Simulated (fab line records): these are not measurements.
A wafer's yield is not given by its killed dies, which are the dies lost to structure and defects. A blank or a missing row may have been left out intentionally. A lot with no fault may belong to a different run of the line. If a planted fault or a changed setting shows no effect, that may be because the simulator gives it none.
Struck lot and sound lot, side by side -- flow n5Finfet -- 18 steps out of a route of 1938
Sound: these wafers, L585.1, L585.2, L585.4. The struck wafers were L583.3, L583.4, L583.6. The cause is named last.
Order at every step that has rows: each side's tool, ch and its chambers, its first start. Under that, the readings that differ: sound wafers -- struck wafers -- difference of the means -- sigmas: that difference in standard deviations of wafers without a fault.
alike: a reading whose means differ by less than 2 such deviations, as well as words and numbers matching on both sides. not compared: withheld readings; readings where some wafer has no value; bounds like >300 that might hide an equal value; numbers whose values overlap and for which the record gives no deviation.
A row with sigmas, a row that says differs or no value, or rows on one side alone: a step with any of these is where the two part. Numbers that have no deviation but don't overlap get no sigmas and don't part them. A reading that every wafer of one side lacks parts them only if that side has two wafers or more.

N5_START_INSPECT_01: inspects for defects (unpatterned scan).
  sound: defectInspect-02 at day 7 00:02; struck: defectInspect-01 at day 6 12:02
reading,sound,struck,difference,sigmas
rawDefectCount,15 9 19,3 13 2,-8,-3
then, 2 steps without rows for these wafers: N5_ZERO_LAYER_PRECLEAN_00 (cleans in SPM, time 600 s); N5_ZERO_LAYER_SRD_01 (time 30 s, dry time 30 s).
N5_ZERO_LAYER_PECVD_02: deposits SiO2 from SiH4/N2O, target thk 10 nm, time 6 s.
  sound on pecvd-02 ch 0,1, day 7 00:17; struck on pecvd-04 ch 0,1, day 6 12:19
  alike: heaterPowerW, showerheadPlenumPTorr, susceptorTempC
  not compared: sinceWetCleanH
then, 4 steps without rows for these wafers: N5_ZERO_LAYER_HMDS_04 (time 60 s); N5_ZERO_LAYER_COAT_05 (resist thk 1000 nm); N5_ZERO_LAYER_EBR_07; N5_ZERO_LAYER_SOFTBAKE_06 (time 90 s).
N5_ZERO_LAYER_EXPOSE_08: exposes mask ZERO, defocus 0 nm, target cd 2000 nm.
  sound on krfScanner-02 ch 0, day 7 00:35; struck on krfScanner-01 ch 0, day 6 12:30
reading,sound,struck,difference,sigmas
exposureDoseMJCm2,16.197 16.186 16.189,14.631 14.637 14.624,-1.560,-92
  alike: mask, reticleTempC
then, 3 steps without rows for these wafers: N5_ZERO_LAYER_PEB_09; N5_ZERO_LAYER_DEVELOP_10 (develop time 60 s); N5_ZERO_LAYER_HARDBAKE_23 (time 120 s).
N5_ZERO_LAYER_CD_MEAS_11: the cd target is 2000 nm.
  sound on cdSem-03 ch 0, day 7 00:46; struck on cdSem-01 ch 0, day 6 12:40
reading,sound,struck,difference,sigmas
cdNm (nm),2002.9 1998.3 1998.1,1975.7 1976.5 1976.4,-23.6,-9
N5_ZERO_LAYER_DESCUM_16: chemistry O2, time 7.9 s.
  sound on rieDiel-06 ch 0,2,3, day 7 01:02; struck on rieDiel-01 ch 1,2,3, day 6 12:42
  alike: drypumpMotorCurrentA, oesProductAu, rfVppV, showerheadPlenumPTorr, throttleValvePct
  not compared: rfHoursCounterH, model.ZERO_LAYER.cdNm
N5_ZERO_LAYER_ETCH_17: etches SiO2 in CF4, target depth 12 nm, time 13.3 s.
  sound on rieDiel-06 ch 0,2,3, day 7 01:04; struck on rieDiel-01 ch 1,2,3, day 6 12:44
  alike: biasW, drypumpMotorCurrentA, oesProductAu, rfVppV, showerheadPlenumPTorr, throttleValvePct
  not compared: rfHoursCounterH
N5_ZERO_LAYER_ETCH_18: etches Si in HBr/Cl2, target depth 120 nm, time 40 s.
  sound on rieSi-01 ch 1,2,3, day 7 01:08; struck on rieSi-03 ch 1,3, day 6 12:49
reading,sound,struck,difference,sigmas
model.ZERO_LAYER.cdNm (nm),2003 1998 1998,1976 1977 1976,-23,
  alike: HBr_flow_sccm, biasW, drypumpMotorCurrentA, mfcCl2Sccm, oesProductAu, throttleValvePct
  not compared: rfHoursCounterH
N5_ZERO_LAYER_STRIP_24: strips in O2.
  sound on plasmaAsher-01 ch 0,1, day 7 01:14; struck on plasmaAsher-02 ch 0,1, day 6 12:56
  alike: drypumpMotorCurrentA, heaterPowerW, oesProductAu, stripTimeToEndpointS
  not compared: rfHoursCounterH
after that, 1 step had no rows for these wafers: N5_PASSIVATION_PROBE_49.

WHERE THEY PART
Earliest at N5_START_INSPECT_01; latest, in this record, at N5_ZERO_LAYER_CD_MEAS_11. Later steps at which nothing parts them and some readings are alike: N5_ZERO_LAYER_DESCUM_16, N5_ZERO_LAYER_ETCH_17, N5_ZERO_LAYER_ETCH_18, N5_ZERO_LAYER_STRIP_24.

WHY: what had been put in by the simulator
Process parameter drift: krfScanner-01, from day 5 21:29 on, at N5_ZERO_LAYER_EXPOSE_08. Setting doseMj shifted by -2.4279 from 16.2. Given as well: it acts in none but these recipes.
